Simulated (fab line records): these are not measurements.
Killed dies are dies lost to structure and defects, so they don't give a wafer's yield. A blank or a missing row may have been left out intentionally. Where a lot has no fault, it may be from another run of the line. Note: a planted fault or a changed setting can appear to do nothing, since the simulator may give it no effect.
Problem report, 8D (eight disciplines) form, completed by code || flow nand_harc || the parts of the form that need people (team, actions taken, sign-off) are left out

## 1. WHAT IS WRONG
Mean of oes_product_au at NHARC_A_BONDPAD_ETCH_24: 0.869 a.u. across 2 wafers in 2 lots; on wafers with no fault it is 1.007 a.u. (standard deviation 0.01). That is -14 standard deviations from the usual mean.
The step: etches the open film in CF4/N2, target depth 30 nm, time 72.99 s.
Seen first at day 22 17:23 on rie_diel-06, wafer L786.6. Wafers with a number at this step in the record: 36, from 12 lots. By rule, "out" or "out of limits" means more than 4 standard deviations away from the usual mean. Any other wafer with a number is counted as sound.

## 2. WHAT IT IS, AND WHAT IT ISN'T
{"question": "which readings at this step", "is": "oes_product_au", "is not": "drypump_motor_current_A, rf_vpp_V, showerhead_plenum_p_Torr, throttle_valve_pct"}
{"question": "which lots", "is": "L785, L786", "is not": "L771, L772, L773, L774, L775, L776, L777, L778, L787, L791"}
{"question": "which wafers of those lots", "is": "L785.5, L786.6", "is not": "L785.2, L785.4, L786.1, L786.3"}
{"question": "read on which tools", "is": "rie_diel-06", "is not": "rie_diel-07, rie_diel-10"}
{"question": "when", "is": "from day 22 17:23", "is not": "up to then (29 sound wafers); but 5 sound wafers of L785, L791 came after"}

## 3. SUSPECTS, AND WHAT RULES EACH OUT
Counting: if a tool at a process step up to the reading ran every lot that is out, it stays a suspect. Sound lots after the first of them don't rule it out here, since some wafers of a struck lot are sound.
- pvd_sputter-03 at NHARC_A_M1_PVD_20 (deposits TaN, target thk 5 nm, time 8.06 s): kept. Ran every lot that is out, first one L786 (day 22 13:46); last sound lot up to then L777 (day 19 12:38). NHARC_A_M1_PVD_20: start missing for some lots; hours and lot order therefore follow NHARC_A_M1_THK_MEAS_24.
- rie_diel-06 at NHARC_A_BONDPAD_ETCH_24 (etches the open film in CF4/N2, target depth 30 nm, time 72.99 s): kept. Ran every lot that is out, first one L786 (day 22 17:23); last sound lot up to then L778 (day 19 18:05). Out on those wafers are its own readings of oes_product_au.
Remaining after the count are pvd_sputter-03 at NHARC_A_M1_PVD_20 and rie_diel-06 at NHARC_A_BONDPAD_ETCH_24.

## 4. THE CAUSE (what the simulator had put in)
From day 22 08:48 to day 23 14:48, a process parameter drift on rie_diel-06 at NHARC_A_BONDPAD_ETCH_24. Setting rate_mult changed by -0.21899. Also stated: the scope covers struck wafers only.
Of the 2 suspects that counting leaves, this tool is one.

## 5. THE EFFECT CHAIN, in route order
Rows list readings where the struck wafers' mean (over those with a number) sits beyond 3 standard deviations from the usual. Scope: only readings with a usual standard deviation given in the record; hours: median across lots of the time from each lot's start at the first step in this table that gives one to its start at this step; sigmas: change in usual standard deviations.
{"hours": 0, "step": "NHARC_A_BONDPAD_ETCH_24", "reading": "oes_product_au", "usual": "1.007 a.u.", "on struck wafers": 0.869, "change": -0.137, "sigmas": -14}
The process steps in it:
- NHARC_A_BONDPAD_ETCH_24: etches the open film in CF4/N2, target depth 30 nm, time 72.99 s.

## 6. HOW IT WOULD HAVE BEEN CAUGHT EARLIER
9 hours passed between the start of the fault at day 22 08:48 and the first reading out of limits in this record, taken at day 22 17:23.
